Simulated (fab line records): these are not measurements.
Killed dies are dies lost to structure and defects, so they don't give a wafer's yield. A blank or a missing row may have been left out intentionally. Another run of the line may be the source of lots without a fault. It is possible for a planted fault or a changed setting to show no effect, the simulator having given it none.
Which tool is to blame? + flow nand_harc + Sampling: 12 lots, 36 wafers, 3 of 1302 route steps

## WHAT THE GAUGES READ, wafer by wafer
NHARC_A_CONTACT_OVL_MEAS_43.
| lot  | measured     | on         | overlay_x_nm (nm) |
|------|--------------|------------|-------------------|
| L075 | day 22 10:20 | overlay-02 | -0.6 -0.9 -1.1    |
| L076 | day 22 19:52 | overlay-01 | 0.5 0.7 0.7       |
| L079 | day 23 15:34 | overlay-01 | -1.0 -1.0 -1.6    |
| L081 | day 24 15:19 | overlay-02 | 0.3 0.4 0.4       |
| L083 | day 25 11:56 | overlay-01 | 0.7 1.0 0.3       |
| L086 | day 26 03:15 | overlay-02 | -0.2 0.6 0.0      |
| L087 | day 26 10:06 | overlay-01 | -1.5 -0.5 -1.2    |
| L089 | day 27 02:35 | overlay-02 | 0.9 1.1 0.9       |
| L091 | day 28 09:31 | overlay-02 | -0.2 0.0 0.5      |
| L093 | day 29 19:57 | overlay-01 | -0.5 -0.9 -1.1    |
| L095 | day 30 01:43 | overlay-01 | -1.3 -1.2 -1.1    |
| L097 | day 30 14:31 | overlay-02 | -0.5 -1.0 -0.4    |

## TOOL THAT RAN EACH LOT (tool first, then ch and the chambers of the sampled wafers, then the start)
| lot  | NHARC_A_WL_FILL_STRIP_27             | NHARC_A_CONTACT_DEP_28        |
|------|--------------------------------------|-------------------------------|
| L075 | plasma_asher-02 ch 0,1, day 21 06:44 | acl_dep-03 ch 0, day 22 05:18 |
| L076 | plasma_asher-02 ch 0,1, day 21 20:11 | acl_dep-01 ch 0, day 22 14:49 |
| L079 | plasma_asher-02 ch 1, day 22 16:09   | acl_dep-02 ch 0, day 23 11:20 |
| L081 | plasma_asher-02 ch 0,1, day 23 16:38 | acl_dep-01 ch 0, day 24 10:08 |
| L083 | plasma_asher-01 ch 0,1, day 24 05:07 | acl_dep-03 ch 0, day 25 07:35 |
| L086 | plasma_asher-01 ch 0, day 25 05:25   | acl_dep-02 ch 0, day 25 22:18 |
| L087 | plasma_asher-01 ch 0,1, day 25 10:28 | acl_dep-03 ch 0, day 26 05:47 |
| L089 | plasma_asher-02 ch 0,1, day 25 22:20 | acl_dep-02 ch 0, day 26 22:20 |
| L091 | plasma_asher-02 ch 0,1, day 27 11:11 | acl_dep-01 ch 0, day 28 05:08 |
| L093 | plasma_asher-02 ch 0,1, day 28 12:46 | acl_dep-01 ch 0, day 29 14:55 |
| L095 | plasma_asher-02 ch 0,1, day 28 23:26 | acl_dep-03 ch 0, day 29 22:02 |
| L097 | plasma_asher-02 ch 0,1, day 29 14:20 | acl_dep-02 ch 0, day 30 10:15 |
- NHARC_A_WL_FILL_STRIP_27: strips in N2/H2, time 20 s.
- NHARC_A_CONTACT_DEP_28: deposits aC, target thk 7000 nm.

## THE ANSWER, worked out from the rows above alone
Rule: the lots themselves supply what counts as usual. The widest of any qualifying gaps counts: lots, ordered by their means at a reading, are off when they make up no more than a third of the lots, leave a main group of 4 or more, and stand apart from it by 3 or more times the standard deviation of that group's means. If all means in a main group match to the digits the tables above print for the reading, that group is not used. Also off: a lot with no number at a reading for which 4 or more lots have one. The other lots that the step has rows for count as sound.
Across all readings shown, no lot is off: no conclusion can be drawn from this.

## WHAT THE SIMULATOR HAD INSERTED
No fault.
